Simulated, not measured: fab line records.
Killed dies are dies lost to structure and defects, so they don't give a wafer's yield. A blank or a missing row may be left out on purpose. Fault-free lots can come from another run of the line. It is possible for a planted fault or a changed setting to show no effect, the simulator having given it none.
Comparing a struck lot with a sound one :: flow nand-harc :: 26 steps out of a route of 1302
Sound: these wafers, L579.2, L579.3, L579.5. Wafers L590.1, L590.3, L590.6 were the ones struck. At the end, the cause is stated.
Order at every step that has rows: each side's tool, ch and its chambers, its first start. Under that, the readings that differ: sound wafers :: struck wafers :: difference of the means :: sigmas: that difference in standard deviations of wafers without a fault.
alike: same words and numbers on both sides, and readings whose means sit less than 2 such deviations apart. not compared: any withheld reading, any reading some wafer has no value for, any bound like >300 that may hide the same value, and any number with overlapping values for which the record gives no deviation.
The two part at a step that has a row with sigmas, a row that says differs or no value, or rows on one side only. Non-overlapping numbers with no deviation appear without sigmas and do not part them. A reading that every wafer of one side lacks parts them only if that side has two wafers or more.

first, 4 steps without rows for these wafers: NHARC_P_GATE_PRECLEAN_71 (cleans in SC1); NHARC_P_GATE_SRD_72; NHARC_P_GATE_OXIDE_16 (material SiO2, target thk 3 nm, ox time 392 s); NHARC_P_GATE_CVD_17 (deposits poly-Si, target thk 150 nm, time 900 s).
NHARC_P_GATE_HM_DEP_102: deposits aC, target thk 120 nm.
  sound on acl-dep-01 ch 0, day 6 09:22; struck on acl-dep-03 ch 0, day 10 23:25
  alike: throttle-valve-pct
NHARC_P_GATE_DEP_103: deposits SiON, target thk 30 nm.
  sound on pecvd-01 ch 0,1,2, day 6 09:58; struck on pecvd-01 ch 1,2, day 11 00:06
  alike: heater-power-w
then, 6 steps without rows for these wafers: NHARC_P_GATE_DEHYDRATE_18 (time 120 s); NHARC_P_GATE_HMDS_19 (time 30 s); NHARC_P_GATE_COAT_20 (resist thk 90 nm); NHARC_P_GATE_SOFTBAKE_21 (time 55 s); NHARC_P_GATE_EBR_22; NHARC_P_GATE_EXPOSE_23 (exposes mask P GATE, target cd 120 nm).
NHARC_P_GATE_PEB_24: peb time 65 s.
  sound on litho-track-01 ch 0, day 6 10:24; struck on litho-track-06 ch 0, day 11 00:40
reading: heater-power-total-W (W)
sound: 156.0 155.8 156.8
struck: 169.8 170.9 169.9
difference: +14.0
sigmas: +32

reading: plate-temp-C (C)
sound: 99.92 100.04 99.98
struck: 106.46 106.46 106.39
difference: +6.46
sigmas: +46
  alike: exhaust-pa
then, 1 step without rows for these wafers: NHARC_P_GATE_DEVELOP_25 (develop time 35 s).
NHARC_P_GATE_CD_MEAS_26: the cd target is 120 nm.
  sound on cd-sem-03 ch 0, day 6 10:29; struck on cd-sem-03 ch 0, day 11 00:45
reading: cd-nm (nm)
sound: 122.2 120.4 120.0
struck: 100.2 100.1 101.3
difference: -20.3
sigmas: -27
NHARC_P_GATE_OVL_MEAS_27:
  sound on overlay-02, day 6 10:34; struck on overlay-02, day 11 00:50
  alike: overlay-x-nm, overlay-y-nm
NHARC_P_GATE_INSPECT_28:
  sound on defect-inspect-02, day 6 10:36; struck on defect-inspect-02, day 11 00:53
  alike: raw-defect-count
NHARC_P_GATE_DESCUM_31: chemistry O2, time 3 s.
  sound on rie-diel-09 ch 0,1,3, day 6 10:40; struck on rie-diel-09 ch 1,3, day 11 00:57
reading: model.P_GATE.cd-nm (nm)
sound: 122.2 121.8 119.6
struck: 101.1 100.1 102.3
difference: -20.0
sigmas: 
  alike: drypump-motor-current-A, oes-product-au, rf-vpp-V, showerhead-plenum-p-Torr, throttle-valve-pct
  not compared: rf-hours-counter-h
NHARC_P_GATE_ETCH_104: etches the open film in CF4/CHF3, target depth 60 nm.
  sound on rie-diel-09 ch 0,2, day 6 10:45; struck on rie-diel-09 ch 0,1,3, day 11 01:02
  alike: cf4-flow-sccm, drypump-motor-current-A, oes-product-au, rf-vpp-V, showerhead-plenum-p-Torr, throttle-valve-pct
NHARC_P_GATE_HM_OPEN_105: chemistry O2/COS, target depth 360 nm.
  sound: rie-diel-09 ch 2,3; struck: rie-diel-09 ch 2,3
  alike: cos-flow-sccm, drypump-motor-current-A, oes-product-au, rf-vpp-V, showerhead-plenum-p-Torr, throttle-valve-pct
  not compared: rf-hours-counter-h
then, 1 step without rows for these wafers: NHARC_P_GATE_STRIP_106 (strips in O2/COS).
NHARC_P_GATE_ETCH_114: etches the open film in CF4/O2, target depth 30 nm, overetch 3 nm, time 16.5 s.
  sound: rie-diel-09 ch 1,3; struck: rie-diel-09 ch 1,3
  alike: cf4-flow-sccm, drypump-motor-current-A, oes_f_703_au, oes-product-au, rf-vpp-V, showerhead-plenum-p-Torr, throttle-valve-pct
  not compared: rf-hours-counter-h
NHARC_P_GATE_ETCH_32: etches the open film in HBr/Cl2, target depth 150 nm, time 100.1 s.
  sound on rie-si-03 ch 1,3, day 6 11:08; struck on rie-si-03 ch 1,2, day 11 01:24
reading: model.P_GATE.cd-nm (nm)
sound: 120.6 121.7 120.7
struck: 96.51 100.2 99.3
difference: -22.33
sigmas: 
  alike: drypump-motor-current-A, hbr-flow-sccm, oes-product-au, throttle-valve-pct
  not compared: rf-hours-counter-h
then, 1 step without rows for these wafers: NHARC_P_GATE_STRIP_108 (strips in O2).
NHARC_P_GATE_CD_MEAS_33:
  sound on cd-sem-01, day 6 11:28; struck on cd-sem-02, day 11 01:45
reading: cd-nm (nm)
sound: 119.9 123.1 121.4
struck: 96.7 100.4 98.9
difference: -22.8
sigmas: -10
then, 1 step without rows for these wafers: NHARC_P_GATE_STRIP_35 (strips in SPM, time 600 s).

## WHERE THEY PART
First at NHARC_P_GATE_PEB_24; last, within this record, at NHARC_P_GATE_CD_MEAS_33.

WHY: what the simulator had put in
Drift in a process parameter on litho-track-06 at NHARC_P_GATE_PEB_24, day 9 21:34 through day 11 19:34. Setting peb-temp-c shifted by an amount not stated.
